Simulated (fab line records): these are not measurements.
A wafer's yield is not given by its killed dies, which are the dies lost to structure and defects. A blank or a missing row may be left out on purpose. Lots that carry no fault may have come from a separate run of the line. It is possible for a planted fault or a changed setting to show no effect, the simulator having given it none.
Chamber matching    flow n5-finfet    N5_BEOL_M13_DEP_53 on pecvd-02: 3 sister chambers
The step deposits SiCN from 3MS/NH3, target thk 50 nm, time 17.8 s. 24 wafers are shown with their chamber, then 12 later ones without.

## EACH WAFER AND ITS CHAMBER
wafer   chamber  throttle-valve-pct (%)  showerhead-plenum-p-Torr (Torr)
L074.1  0        18.9                    4.142
L074.3  2        17.8                    4.130
L074.5  2        17.8                    4.129
L075.2  2        17.8                    4.136
L075.4  2        17.8                    4.140
L075.5  0        18.8                    4.147
L077.2  2        17.6                    4.141
L077.4  0        19.1                    4.155
L077.5  0        18.9                    4.143
L082.2  1        18.5                    4.146
L082.3  2        18.0                    4.125
L082.4  0        18.8                    4.142
L081.2  1        18.5                    4.144
L081.3  2        18.0                    4.136
L081.5  1        18.4                    4.145
L083.1  2        17.7                    4.128
L083.2  0        19.2                    4.157
L083.4  2        17.9                    4.132
L084.1  2        17.8                    4.126
L084.2  1        18.6                    4.151
L084.4  2        18.0                    4.144
L088.2  2        18.0                    4.121
L088.3  0        19.0                    4.142
L088.5  2        17.9                    4.133

SIGNATURES (means of the wafers above)
reading                   chamber 0  chamber 1  chamber 2  scatter within a chamber
throttle-valve-pct        18.957     18.500     17.854     0.129
showerhead-plenum-p-Torr  4.14686    4.14650    4.13238    0.00632
Rule: distance of a wafer from a chamber = root of the sum over the readings of ((wafer's reading minus chamber's mean) / reading's scatter) squared. The wafer belongs to the nearest chamber; if the next one is less than 2 further off, it can't be placed. The scatter is the square root of a quotient: the sum, over the shown wafers, of each reading's squared deviation from its chamber's mean, divided by wafers minus chambers.

## WAFERS WITH NO CHAMBER GIVEN
wafer   throttle-valve-pct (%)  showerhead-plenum-p-Torr (Torr)
L085.2  19.1                    4.154
L085.4  18.2                    4.142
L085.6  19.3                    4.148
L089.3  18.5                    4.142
L089.5  18.3                    4.134
L089.6  19.3                    4.155
L091.1  18.5                    4.137
L091.2  18.2                    4.131
L091.3  19.1                    4.157
L096.1  19.0                    4.152
L096.4  18.5                    4.158
L096.5  19.2                    4.146

## WHICH CHAMBER EACH ONE RAN IN
wafer   from the rows above      in truth
L085.2  0                        0
L085.4  can't be placed: 1 or 2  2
L085.6  0                        0
L089.3  1                        1
L089.5  can't be placed: 1 or 2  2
L089.6  0                        0
L091.1  1                        1
L091.2  can't be placed: 2 or 1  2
L091.3  0                        0
L096.1  0                        0
L096.4  1                        1
L096.5  0                        0
Placed correctly: 9 of 12. From these rows, 3 cannot be placed; in 3 the true chamber is one of the candidates. 0 placed wrongly.
